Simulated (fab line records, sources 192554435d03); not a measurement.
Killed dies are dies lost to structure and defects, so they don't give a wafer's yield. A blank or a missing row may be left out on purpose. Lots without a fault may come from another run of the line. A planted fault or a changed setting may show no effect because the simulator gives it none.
Problem report in the 8D (eight disciplines) form, filled by code | flow n5_finfet | the parts of the form that need people (team, actions taken, sign-off) are left out

1. THE PROBLEM
M5_ILD_THK at N5_BEOL_M5_THK_MEAS_01 reads a mean of 41.2 nm on 2 wafers of 2 lots; wafers without a fault read 122.3 nm with a standard deviation of 1.5. That is -54 standard deviations from the usual mean.
First seen on wafer L790.6, day 12 22:31, on film_metro-02. The record holds 29 wafers of 11 lots with a number at this step. Rule for "out", or "out of limits": more than 4 standard deviations from the usual mean. The other wafers with a number count as sound.

2. WHAT IT IS AND WHAT IT IS NOT
question                    | is                | is not
which readings at this step | M5_ILD_THK        | -
which lots                  | L790, L794        | L778, L781, L782, L783, L784, L785, L787, L791, L798
which wafers of those lots  | L790.6, L794.6    | L790.5, L794.1
read on which gauges        | film_metro-02     | film_metro-01
when                        | from day 12 22:31 | up to then (23 sound wafers); but 4 sound wafers of L794, L798 came after

3. SUSPECTS, AND WHAT RULES EACH OUT
Counting: a tool at a process step up to the reading stays a suspect if it ran every lot that is out. Sound lots after the first of them don't rule it out here, since some wafers of a struck lot are sound.
- the gauge at N5_BEOL_M5_THK_MEAS_01: ruled out. All the wafers that are out were read on film_metro-02, but those of them that N5_PASSIVATION_PROBE_49 has rows for are out there too, on other tools.
- pecvd-02 at N5_BEOL_M5_ILD_DEP_00 (deposits SiCOH lowk from DEMS/porogen, target thk 140.64 nm, time 25.9 s): kept. It ran every lot that is out, first L790 (day 12 21:58); its last sound lot up to then is L791 (day 12 21:19).
- Within pecvd-02 at N5_BEOL_M5_ILD_DEP_00: the wafers that are out ran in chambers 0, 2; their sound lot-mates ran in chamber 1.
Left after counting: pecvd-02 at N5_BEOL_M5_ILD_DEP_00.

4. THE CAUSE (what the simulator had put in)
Process parameter drift: pecvd-02, from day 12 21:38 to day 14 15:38, at N5_BEOL_M5_ILD_DEP_00. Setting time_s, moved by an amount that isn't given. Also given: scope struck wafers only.
Counting left only this tool.

5. THE CHAIN OF EFFECTS, in route order
Each row: a reading whose mean over the struck wafers that have a number lies more than 3 standard deviations from the usual. Only readings for which the record gives a usual standard deviation are gone through. hours: the time from each lot's start at the first step in this table that gives one to its start at this step, as a median over the lots. sigmas: the change in usual standard deviations.
hours | step                    | reading              | usual    | on struck wafers | change | sigmas
0     | N5_BEOL_M5_THK_MEAS_01  | M5_ILD_THK           | 122.3 nm | 41.2             | -81.0  | -54
110   | N5_PASSIVATION_PROBE_49 | defect_limited_yield | 91.6 %   | 0.0              | -91.6  | -65
110   | N5_PASSIVATION_PROBE_49 | killed_at_M4_up      | 13       | 1097             | +1084  | +99 or more
110   | N5_PASSIVATION_PROBE_49 | killed_dies          | 99       | 1180             | +1081  | +68
110   | N5_PASSIVATION_PROBE_49 | killed_on_rim        | 13       | 152              | +139   | +33
110   | N5_PASSIVATION_PROBE_49 | sort_n_pass          | 1081     | 0                | -1081  | -64
110   | N5_PASSIVATION_PROBE_49 | sort_yield_pct       | 91.6 %   | 0.0              | -91.6  | -65
The process steps in it:
- N5_PASSIVATION_PROBE_49

6. WHAT WOULD HAVE CAUGHT IT SOONER
In this record the first reading out of limits at a measuring or inspecting step was taken at day 12 22:31, 1 hour after the fault began at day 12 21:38.
Of the tool readings at N5_BEOL_M5_ILD_DEP_00 for which the record gives a usual standard deviation, none was out on any struck wafer, so an alarm limit of 4 standard deviations on them would not have fired.
Of the lots that are out (2), L794 began N5_BEOL_M5_ILD_DEP_00 on pecvd-02 after day 12 22:31. A hold on the tool at that time would have spared it.
